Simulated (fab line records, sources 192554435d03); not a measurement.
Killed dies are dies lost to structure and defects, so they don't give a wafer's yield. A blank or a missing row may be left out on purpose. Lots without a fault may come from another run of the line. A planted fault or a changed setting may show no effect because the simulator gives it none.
A struck lot beside a sound one | flow n5_finfet | 15 steps out of a route of 1938
Sound: wafers L881.1, L881.2, L881.4. Struck: wafer L895.6. (L895.5 of the same lot was not struck and is left out.) The cause comes at the end.
At each step with rows: each side's tool, then ch and its chambers, then its first start. Under that, the readings that differ: sound wafers | struck wafers | difference of the means | sigmas: that difference in standard deviations of wafers without a fault.
alike: readings whose means differ by less than 2 such deviations, and words and numbers that are the same on both sides. not compared: withheld readings, readings that some wafer has no value for, bounds like >300 that may hide the same value, and numbers for which the record gives no deviation and whose values overlap.
The two part at a step that has a row with sigmas, a row that says differs or no value, or rows on one side only. Numbers that don't overlap but have no deviation are shown without sigmas and don't part them. A reading that every wafer of one side lacks parts them only if that side has two wafers or more.

first, 8 steps without rows for these wafers: N5_BEOL_M9_COAT_64 (time 60 s, resist thk 12 nm); N5_BEOL_M9_COAT_75 (time 60 s, resist thk 5 nm); N5_BEOL_M9_COAT_22 (resist thk 30 nm); N5_BEOL_M9_EBR_24; N5_BEOL_M9_SOFTBAKE_23 (time 60 s); N5_BEOL_M9_EXPOSE_25 (exposes mask V8); N5_BEOL_M9_PEB_26 (peb time 60 s); N5_BEOL_M9_DEVELOP_27 (develop time 30 s).
N5_BEOL_M9_CD_MEAS_28: target cd 70 nm.
  sound on cd_sem-03 ch 0, day 10 17:44; struck on cd_sem-03 ch 0, day 14 09:23
  alike: cd_nm
N5_BEOL_M9_OVL_MEAS_29:
  sound on overlay-02 ch 0, day 10 17:47; struck on overlay-02 ch 0, day 14 09:26
  alike: V8_OVL
N5_BEOL_M9_INSPECT_30: inspects for defects (brightfield).
  sound on defect_inspect-02, day 10 17:50; struck on defect_inspect-02, day 14 09:28
  alike: raw_defect_count
N5_BEOL_M9_DESCUM_33: chemistry O2, time 7 s.
  sound on rie_diel-03 ch 0,1,2, day 10 18:05; struck on rie_diel-03 ch 3, day 14 09:31
  reading                         | sound             | struck | difference | sigmas
  rf_vpp_V (V)                    | 242.5 244.5 242.4 | 240.9  | -2.2       | -2
  showerhead_plenum_p_Torr (Torr) | 2.16 2.08 2.04    | 1.96   | -0.13      | -2
  alike: drypump_motor_current_A, oes_product_au, rf_fwd_power_W, throttle_valve_pct
  not compared: rf_hours_counter_h
N5_BEOL_M9_ETCH_76: etches underlayer in N2/H2, target depth 6.5 nm, time 5.2 s.
  sound on rie_diel-03 ch 0,1,2, day 10 18:07; struck on rie_diel-03 ch 3, day 14 09:32
  reading                         | sound             | struck | difference | sigmas
  etch_rf_on_time_s (s)           | 5.30 5.28 5.25    | 3.18   | -2.10      | -19
  oes_product_au (a.u.)           | 0.74 0.59 0.57    | 0.80   | +0.17      | +2
  rf_vpp_V (V)                    | 526.7 523.5 522.9 | 520.4  | -4.0       | -2
  showerhead_plenum_p_Torr (Torr) | 2.59 2.52 2.50    | 2.40   | -0.14      | -3
  alike: drypump_motor_current_A, rf_fwd_power_W, throttle_valve_pct
  not compared: rf_hours_counter_h
N5_BEOL_M9_ETCH_65: etches SiARC in CF4, target depth 15.6 nm, time 26 s.
  sound on rie_diel-03 ch 0,1,2, day 10 18:08; struck on rie_diel-03 ch 3, day 14 09:34
  reading                         | sound          | struck | difference | sigmas
  showerhead_plenum_p_Torr (Torr) | 2.15 2.13 2.10 | 2.03   | -0.10      | -3
  alike: drypump_motor_current_A, etch_rf_on_time_s, oes_product_au, rf_fwd_power_W, rf_vpp_V, throttle_valve_pct
  not compared: rf_hours_counter_h
then, 1 step without rows for these wafers: N5_PASSIVATION_PROBE_49.

WHERE THEY PART
First at N5_BEOL_M9_DESCUM_33; last, within this record, at N5_BEOL_M9_ETCH_65.

WHY: what the simulator had put in
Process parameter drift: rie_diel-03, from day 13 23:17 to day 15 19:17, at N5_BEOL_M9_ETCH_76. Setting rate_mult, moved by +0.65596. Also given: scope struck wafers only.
